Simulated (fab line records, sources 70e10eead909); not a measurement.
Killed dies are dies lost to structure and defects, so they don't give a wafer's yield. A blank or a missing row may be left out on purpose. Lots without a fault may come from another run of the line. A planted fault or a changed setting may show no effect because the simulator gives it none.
fab line records | flow nand_harc
record lots=6 wafers=18 last_day=32
route steps=1302 shown P_CONTACT@249 P_M0@253 END@1302
lots that met no fault: from a run of the same line without faults
start_h: hours from the record's first day to the start of the lot's first wafer shown | wait_h: hours since the lot's step before | " the same as in the row above | L1.1+2: a row that stands for several wafers | - no value, or no start given | * or withheld: withheld | < > ~ a bound
route shown NAME@n: a module of which the file shows steps, and the number in the route of the first | usual: mean/standard deviation of fault-free wafers | same: alike in all rows | chamber/n: place in a boat | sites: the reading at each site | _std_site: their standard deviation | _edge_site: outer sites' mean less inner sites' | radius_mm: how far each site lies from the wafer's centre | mask NAME#n: copy n | behind: the tool/chamber that last shaped the wafer | hold: why the lot was held/for how many hours/how that ended | device: the transistor (n, p or np) that didn't switch | end of line: the same wafers' tests at the end of the route | a step without rows: its recipe alone | killed: dies lost to structure and defects at the first sort, not the wafer's yield | map: a wafer's dies, x killed, . not, _ none there
set.NAME: the setting as run; set.NAME@STEP: as run at that earlier step | model.NAME: the simulator's own value behind a step, which no gauge read
lots at some steps of the route; a table a step, a row a wafer
services: from which hour (start_h, from the record's first day; less than 0 if before it) a tool's chamber was out of use, for how many hours, and why
## steps
# step NHARC_P_CONTACT_CMP_24
# recipe t_overpolish_s=30 target_thk_nm=200
# usual motor_current_A=12.2/1.2 overpolish_run_s=29.999/0.0089 slurry_filter_dp_kPa=13.51/0.13 time_to_endpoint_s=40.2/2.6
# columns lot.wafer tool chamber start_h wait_h motor_current_A overpolish_run_s slurry_filter_dp_kPa time_to_endpoint_s
L302.1 cmp-04 0 196.60 0.6 12.1 29.994 13.58 42.0
L302.4 " 1 " " 12.2 29.990 13.46 37.6
L302.2 " 3 " " 10.0 30.004 13.56 42.6
L303.1 cmp-03 1 197.33 0.5 12.9 29.989 13.57 43.4
L303.6 " 0 " " 11.8 29.993 13.46 43.2
L303.5 " 1 " " 14.2 30.002 13.41 45.4
L309.1 cmp-03 2 264.38 0.5 11.0 29.996 13.58 43.3
L309.2 " 3 " " 12.9 29.999 13.69 45.0
L309.4 " 0 " " 11.8 29.988 13.46 45.1
L310.1 cmp-01 0 274.52 0.6 13.1 29.989 13.44 36.8
L310.2 " 1 " " 12.9 30.004 13.42 33.9
L310.5 " 1 " " 13.4 29.996 13.56 36.3
L311.1 cmp-04 0 286.31 0.5 12.0 30.006 13.50 40.3
L311.3 " 1 " " 12.1 30.012 13.35 36.4
L311.6 " 1 " " 12.3 29.990 13.49 34.8
L314.2 cmp-04 0 315.86 0.6 11.6 29.998 13.46 41.2
L314.6 " 2 " " 14.3 30.004 13.49 39.1
L314.5 " 3 " " 9.7 29.998 13.52 42.9
# step NHARC_P_CONTACT_SRD_26
# step NHARC_P_CONTACT_INSPECT_27
# usual raw_defect_count=263/120
# columns lot.wafer tool chamber start_h wait_h raw_defect_count
L302.1 defect_inspect-01 - 197.03 0.1 236
L302.2 " - " " 265
L302.4 " - " " 235
L303.1 defect_inspect-01 - 197.71 0.1 255
L303.5 " - " " 299
L303.6 " - " " 257
L309.1 defect_inspect-01 - 264.78 0.1 689
L309.2 " - " " 221
L309.4 " - " " 539
L310.1 defect_inspect-02 - 274.92 0.1 184
L310.2 " - " " 196
L310.5 " - " " 216
L311.1 defect_inspect-02 - 286.71 0.1 230
L311.3 " - " " 402
L311.6 " - " " 620
L314.2 defect_inspect-02 - 316.21 0.1 283
L314.5 " - " " 476
L314.6 " - " " 287
# step NHARC_P_M0_DEP_00
# recipe target_thk_a=1500 target_thk_nm=150 temp_c=withheld pressure_torr=5 flow_sccm=200 rf_w=600 material=SiOC
# step NHARC_P_M0_DEHYDRATE_01
# recipe temp_c=150 time_s=120
# step NHARC_P_M0_HMDS_02
# recipe time_s=30
# step NHARC_P_M0_COAT_33
# recipe temp_c=200 time_s=65
# step NHARC_P_M0_COAT_03
# recipe spin_rpm=1500 resist_thk_nm=90
# step NHARC_P_M0_SOFTBAKE_04
# recipe temp_c=105 time_s=55
# step NHARC_P_M0_EBR_05
# step NHARC_P_M0_EXPOSE_06
# recipe na=1.35 target_cd_nm=90 dose_mj=81.28 mask_id=P_M0
# step NHARC_P_M0_PEB_07
# recipe peb_temp_c=100 peb_time_s=65
# usual heater_power_total_W=156.6/0.43 plate_temp_C=99.99/0.12
# columns lot.wafer tool chamber start_h wait_h heater_power_total_W plate_temp_C
L302.1 litho_track-01 0 197.85 0.1 160.6 -
L302.2 " 0 " " 160.8 -
L302.4 " 0 " " 160.9 -
L303.1 litho_track-01 0 198.53 0.1 160.2 -
L303.5 " 0 " " 160.1 -
L303.6 " 0 " " 160.8 -
L309.1 litho_track-06 0 265.60 0.1 157.2 99.96
L309.2 " 0 " " 157.1 100.19
L309.4 " 0 " " 156.0 100.13
L310.1 litho_track-06 0 275.74 0.1 156.0 99.94
L310.2 " 0 " " 157.1 100.20
L310.5 " 0 " " 156.6 100.00
L311.1 litho_track-01 0 287.42 0.1 156.9 100.09
L311.3 " 0 " " 156.3 100.24
L311.6 " 0 " " 156.3 100.27
L314.2 litho_track-06 0 317.04 0.1 156.5 100.15
L314.5 " 0 " " 157.0 100.08
L314.6 " 0 " " 156.7 100.06
# step NHARC_P_M0_DEVELOP_08
# recipe develop_time_s=35 dev_temp_c=23
# step NHARC_P_M0_CD_MEAS_09
# recipe target_cd_nm=90 landing_energy_ev=500
# usual cd_nm=89.7/0.71
# columns lot.wafer tool chamber start_h wait_h cd_nm
L302.1 cd_sem-02 0 197.93 - 87.7
L302.2 " 0 " " 89.6
L302.4 " 0 " " 88.7
L303.1 cd_sem-03 0 198.61 - 88.7
L303.5 " 0 " " 88.8
L303.6 " 0 " " 89.3
L309.1 cd_sem-03 0 265.68 - 89.8
L309.2 " 0 " " 90.3
L309.4 " 0 " " 90.1
L310.1 cd_sem-03 0 275.82 - 89.5
L310.2 " 0 " " 91.1
L310.5 " 0 " " 90.2
L311.1 cd_sem-02 0 287.50 - 89.3
L311.3 " 0 " " 90.6
L311.6 " 0 " " 90.1
L314.2 cd_sem-02 0 317.12 - 90.0
L314.5 " 0 " " 89.9
L314.6 " 0 " " 89.7
# step NHARC_P_M0_OVL_MEAS_10
# recipe pitch_nm=180
# usual overlay_x_nm=0.1/0.77 overlay_y_nm=0.1/0.72
# columns lot.wafer tool chamber start_h wait_h overlay_x_nm overlay_y_nm
L302.1 overlay-01 - 198.02 - -0.2 0.3
L302.2 " - " " 0.2 0.8
L302.4 " - " " 0.0 0.5
L303.1 overlay-01 - 198.70 - -1.9 1.0
L303.5 " - " " -0.8 0.8
L303.6 " - " " -1.5 0.5
L309.1 overlay-01 - 265.77 - -0.1 0.3
L309.2 " - " " -0.6 -0.8
L309.4 " - " " -0.4 0.5
L310.1 overlay-02 - 275.91 - 0.9 -1.0
L310.2 " - " " 1.0 -0.2
L310.5 " - " " 1.1 -0.8
L311.1 overlay-01 - 287.59 - 0.4 -0.5
L311.3 " - " " 0.4 -0.4
L311.6 " - " " 0.5 -0.5
L314.2 overlay-02 - 317.22 - 1.2 0.1
L314.5 " - " " 1.0 0.2
L314.6 " - " " 1.3 0.2
# step NHARC_P_M0_INSPECT_11
# usual raw_defect_count=4.0/2.3
# columns lot.wafer tool chamber start_h wait_h raw_defect_count
L302.1 defect_inspect-02 - 198.05 0.0 0
L302.2 " - " " 1
L302.4 " - " " 2
L303.1 defect_inspect-01 - 198.73 0.0 1
L303.5 " - " " 2
L303.6 " - " " 4
L309.1 defect_inspect-02 - 265.81 0.0 6
L309.2 " - " " 2
L309.4 " - " " 3
L310.1 defect_inspect-01 - 275.95 0.0 3
L310.2 " - " " 6
L310.5 " - " " 2
L311.1 defect_inspect-01 - 287.62 0.0 6
L311.3 " - " " 4
L311.6 " - " " 7
L314.2 defect_inspect-01 - 317.25 0.0 3
L314.5 " - " " 2
L314.6 " - " " 3
# step NHARC_P_M0_DESCUM_14
# recipe time_s=3 o2_flow_sccm=200 ar_flow_sccm=0 bias_power_w=0 chemistry=O2
# usual chamber_pressure_mTorr=60.00/0.06 drypump_motor_current_A=5.9/0.36 oes_product_au=1.000/0.0084 rf_vpp_V=57.9/1 showerhead_plenum_p_Torr=1.94/0.098 throttle_valve_pct=11.312/0.0086
# columns lot.wafer tool chamber start_h wait_h chamber_pressure_mTorr drypump_motor_current_A oes_product_au rf_hours_counter_h rf_vpp_V showerhead_plenum_p_Torr throttle_valve_pct model.P_M0.cd_nm
L302.4 rie_diel-04 0 198.12 0.1 60.01 5.2 0.997 2 58.6 1.83 11.310 89.92
L302.1 " 1 " " 60.01 5.4 0.993 2 59.1 2.08 11.301 87.92
L302.2 " 2 " " 59.93 5.7 1.006 2 59.1 1.94 11.325 90.1
L303.1 rie_diel-04 2 198.81 0.1 60.03 5.7 1.003 2 58.4 1.94 11.300 88.83
L303.6 " 0 " " 60.02 5.2 1.008 - 58.1 1.83 11.303 90.75
L303.5 " 1 " " 60.00 5.4 1.002 - 58.1 2.08 11.315 88.42
L309.1 rie_diel-11 0 265.88 0.1 59.99 6.4 1.021 0 56.6 1.90 11.313 90.39
L309.2 " 1 " " 60.02 5.8 1.000 0 58.5 2.00 11.313 89.79
L309.4 " 2 " " 60.01 5.5 1.002 - 55.9 1.79 11.323 90.23
L310.2 rie_diel-04 0 276.02 0.1 60.03 5.2 1.002 26 57.4 1.82 11.310 92.09
L310.1 " 2 " " 59.98 5.7 1.006 29 57.4 1.93 11.298 89.89
L310.5 " 3 " " 59.94 6.2 0.996 - 58.5 1.91 11.313 90.1
L311.3 rie_diel-04 2 287.70 0.1 59.93 5.7 0.994 32 59.3 1.93 11.322 91.38
L311.1 " 3 " " 60.00 6.2 0.988 34 57.0 1.91 11.307 89.78
L311.6 " 0 " " 60.03 5.2 0.995 - 56.1 1.82 11.339 91.66
L314.2 rie_diel-04 1 317.34 0.1 60.00 5.4 0.990 43 59.3 2.06 11.304 89.99
L314.5 " 0 " " 59.99 5.2 1.005 - 56.9 1.82 11.322 91.03
L314.6 " 1 " " 60.09 5.4 0.994 - 57.6 2.06 11.311 89.38
# step NHARC_P_M0_ETCH_34
# recipe target_depth_a=400 overetch_a=120 time_s=43.94 ion_energy_ev=200 n2_flow_sccm=150 h2_flow_sccm=150 ar_flow_sccm=0 rf_w=400 bias_w=150 chemistry=N2/H2
# usual chamber_pressure_mTorr=30.000/0.029 drypump_motor_current_A=5.9/0.35 oes_product_au=1.000/0.0084 rf_vpp_V=431.3/2.9 showerhead_plenum_p_Torr=2.07/0.1 throttle_valve_pct=14.171/0.0088
# columns lot.wafer tool chamber start_h wait_h chamber_pressure_mTorr drypump_motor_current_A oes_product_au rf_hours_counter_h rf_vpp_V showerhead_plenum_p_Torr throttle_valve_pct
L302.1 rie_diel-04 1 198.21 0.1 30.009 5.3 1.004 2 435.7 2.22 14.175
L302.2 " 2 " " 30.021 5.7 1.002 2 432.4 2.07 14.179
L302.4 " 3 " " 30.020 6.2 0.989 2 431.6 2.05 14.172
L303.1 rie_diel-04 1 198.88 0.1 30.054 5.4 0.998 2 434.9 2.22 14.160
L303.5 " 0 " " 29.973 5.2 1.002 - 428.5 1.95 14.163
L303.6 " 1 " " 30.003 5.4 0.984 - 434.5 2.22 14.177
L309.2 rie_diel-11 1 265.97 0.1 30.059 5.8 0.993 0 433.2 2.13 14.174
L309.1 " 0 " " 29.991 6.4 1.001 0 430.0 2.03 14.155
L309.4 " 0 " " 30.001 6.4 1.010 - 429.2 2.03 14.161
L310.2 rie_diel-04 0 276.10 0.1 30.030 5.2 1.006 26 427.1 1.94 14.176
L310.1 " 2 " " 30.023 5.7 1.008 29 431.4 2.06 14.156
L310.5 " 3 " " 30.022 6.3 0.998 - 430.6 2.04 14.165
L311.1 rie_diel-04 1 287.82 0.1 30.080 5.4 1.003 30 435.7 2.21 14.171
L311.3 " 2 " " 30.067 5.7 0.999 32 432.4 2.06 14.168
L311.6 " 2 " " 30.017 5.7 1.000 - 431.5 2.06 14.188
L314.2 rie_diel-04 2 317.43 0.1 30.036 5.7 0.982 44 430.7 2.06 14.185
L314.6 " 2 " " 30.005 5.7 1.004 - 431.1 2.06 14.178
L314.5 " 3 " " 30.002 6.3 0.989 - 430.2 2.03 14.177
# step NHARC_P_M0_ETCH_15
# recipe target_depth_a=1500 overetch_a=150 time_s=82.5 c4f8_flow_sccm=withheld ar_flow_sccm=400 rf_w=600 bias_w=300 chemistry=C4F8/Ar
# usual chamber_pressure_mTorr=25.000/0.021 oes_product_au=0.957/0.019 rf_vpp_V=442/3.1
# columns lot.wafer tool chamber start_h wait_h chamber_pressure_mTorr oes_product_au rf_hours_counter_h rf_vpp_V model.P_M0.cd_nm
L302.1 rie_diel-04 3 - - 24.965 0.972 2 441 87.91
L302.4 " 0 " " 24.994 0.956 2 439 90.09
L302.2 " 1 " " 25.009 0.958 2 446 90.03
L303.1 rie_diel-04 3 - - 25.007 0.959 2 440 88.8
L303.5 " 2 " " 25.060 0.972 - 442 88.45
L303.6 " 3 " " 25.010 0.970 - 440 90.8
L309.2 rie_diel-11 2 - - 24.990 0.964 0 437 89.69
L309.1 " 1 " " 24.991 0.961 0 443 90.36
L309.4 " 2 " " 24.989 0.965 - 437 90
L310.2 rie_diel-04 0 - - 25.034 0.957 26 436 92.01
L310.1 " 1 " " 24.977 0.978 27 444 89.7
L310.5 " 0 " " 24.987 0.962 - 438 90.19
L311.3 rie_diel-04 1 - - 25.027 0.929 30 446 91.3
L311.1 " 2 " " 24.963 0.940 32 441 89.46
L311.6 " 1 " " 25.035 0.929 - 445 91.58
L314.2 rie_diel-04 1 - - 25.018 0.920 44 446 89.64
L314.5 " 0 " " 25.002 0.928 - 438 91.09
L314.6 " 1 " " 25.022 0.924 - 447 89.03
# step NHARC_P_M0_CD_MEAS_16
# usual cd_nm=90.0/0.85
# columns lot.wafer tool chamber start_h wait_h cd_nm
L302.1 cd_sem-02 - 198.41 - 88.0
L302.2 " - " " 90.0
L302.4 " - " " 89.9
L303.1 cd_sem-02 - 199.09 - 88.9
L303.5 " - " " 88.7
L303.6 " - " " 90.9
L309.1 cd_sem-02 - 266.21 - 90.1
L309.2 " - " " 89.3
L309.4 " - " " 89.8
L310.1 cd_sem-02 - 276.31 - 90.0
L310.2 " - " " 92.2
L310.5 " - " " 90.3
L311.1 cd_sem-02 - 288.05 - 89.6
L311.3 " - " " 91.0
L311.6 " - " " 91.5
L314.2 cd_sem-02 - 318.20 - 89.8
L314.5 " - " " 90.9
L314.6 " - " " 89.3
# step NHARC_END_SORT_01
# recipe temp_c=25
# usual defect_limited_yield=89.8/2.4 killed_at_array=64/16 killed_at_other=1.0/1.1 killed_at_periphery=3.5/2.3 killed_dies=69/17 killed_open=3.2/1.6 killed_short=2.4/1.6
# same gross_dies=677
# columns lot.wafer tool chamber start_h wait_h defect_limited_yield[%] killed_at_array killed_at_other killed_at_periphery killed_dies killed_open killed_short
L303.1 prober-01 0 664.09 2.5 89.8 63 3 3 69 4 1
L303.5 prober-01 0 667.24 3.6 91.4 54 2 2 58 4 2
L303.6 prober-01 0 668.02 3.9 91.3 54 3 2 59 4 1
L309.1 prober-02 0 707.01 2.5 93.6 34 0 9 43 1 2
L309.2 prober-02 0 707.80 2.8 93.2 38 0 8 46 4 0
L309.4 prober-02 0 709.39 3.4 92.0 47 2 5 54 1 2
# killed by level:class
L303.1 A_CHANNEL_HOLE_D1:chamber_film_flake=37 A_CHANNEL_HOLE_D2:chamber_film_flake=18 THIN_TSV:chamber_film_flake=3 A_ZERO_WELL:chamber_film_flake=2 P_CONTACT:geometric_particle:open=1 P_M0:geometric_particle:open=1 A_DECK1_JOINT:geometric_particle:short=1 A_DECK1_JOINT:geometric_particle:open=1
L303.5 A_CHANNEL_HOLE_D1:chamber_film_flake=30 A_CHANNEL_HOLE_D2:chamber_film_flake=14 A_CHANNEL_FILL_D1:chamber_film_flake=3 A_STAIRCASE:chamber_film_flake=2 THIN_TSV:chamber_film_flake=2 P_GATE:geometric_particle:open=1 P_CONTACT:geometric_particle:open=1 A_CHANNEL_FILL_D1:geometric_particle:short=1
L303.6 A_CHANNEL_HOLE_D1:chamber_film_flake=32 A_CHANNEL_HOLE_D2:chamber_film_flake=13 A_CONTACT:chamber_film_flake=4 THIN_TSV:chamber_film_flake=3 P_CONTACT:geometric_particle:open=1 A_CHANNEL_HOLE_D1:geometric_particle:open=1 A_CHANNEL_FILL_D1:geometric_particle:open=1 A_ONON_D2:geometric_particle:open=1
L309.1 A_CHANNEL_HOLE_D2:chamber_film_flake=22 P_BONDPAD:chamber_film_flake=5 A_CHANNEL_HOLE_D1:chamber_film_flake=5 P_M0:chamber_film_flake=4 A_CHANNEL_FILL_D1:chamber_film_flake=2 A_STAIRCASE:chamber_film_flake=2 A_ONON_D2:geometric_particle:short=1 A_CHANNEL_FILL_D2:geometric_particle:open=1
L309.2 A_CHANNEL_HOLE_D2:chamber_film_flake=20 A_CHANNEL_HOLE_D1:chamber_film_flake=7 A_SLIT:chamber_film_flake=6 P_BONDPAD:chamber_film_flake=5 A_WL_FILL:geometric_particle:open=2 P_M0:chamber_film_flake=2 A_DECK1_JOINT:geometric_particle:open=1 A_M0:geometric_particle:open=1
L309.4 A_CHANNEL_HOLE_D2:chamber_film_flake=26 A_CHANNEL_HOLE_D1:chamber_film_flake=12 A_SLIT:chamber_film_flake=4 P_M0:chamber_film_flake=3 THIN_TSV:chamber_film_flake=2 A_ONON_D1:geometric_particle:short=1 A_ONON_D2:geometric_particle:short=1 A_ONON_D2:geometric_particle:open=1
## services
# columns tool chamber start_h hours kind
cmp-01 - 172.71 2.8 repair
rie_diel-04 - 177.90 9.0 pm
rie_diel-04 0 177.90 9.0 vent_cycle
rie_diel-04 1 177.90 9.0 vent_cycle
rie_diel-04 2 177.90 9.0 vent_cycle
rie_diel-04 3 177.90 9.0 vent_cycle
litho_track-06 - 179.00 7.0 pm
cmp-01 - 185.56 4.0 pm
cmp-03 - 186.13 1.3 repair
rie_diel-04 0 186.90 - clean
rie_diel-04 1 186.90 - clean
cmp-01 - 203.85 10.9 repair
cmp-04 - 209.05 4.0 pm
rie_diel-11 1 209.86 6.0 repair
cmp-01 - 234.72 1.1 repair
cmp-03 - 245.89 0.9 repair
rie_diel-11 - 255.63 9.0 pm
cmp-03 - 260.03 4.0 pm
cmp-04 - 274.15 0.7 repair
rie_diel-11 0 277.87 5.9 repair
cmp-01 - 283.56 4.0 pm
rie_diel-11 2 291.88 8.2 repair
cmp-04 - 307.08 4.0 pm
cmp-04 - 314.88 0.8 repair
## key
first_sign step=NHARC_P_M0_PEB_07 reading=heater_power_total_W direction=up sigmas=9.4 usual=* struck=*
effect none on later readings
model_effect step=NHARC_P_M0_DESCUM_14 value=P_M0.cd_nm without=90.86 struck=89.32
model_effect step=NHARC_P_M0_ETCH_15 value=P_M0.cd_nm without=90.89 struck=89.35
met_at NHARC_P_M0_PEB_07
struck_wafers L302.1,L302.2,L302.4,L303.1,L303.5,L303.6
fault kind=process_parameter_drift tool=litho_track-01 chamber=- onset_h=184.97 steps=NHARC_P_M0_PEB_07 channel=peb_time_s offset=* shape=step end_h=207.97 acts_in=* stated=*
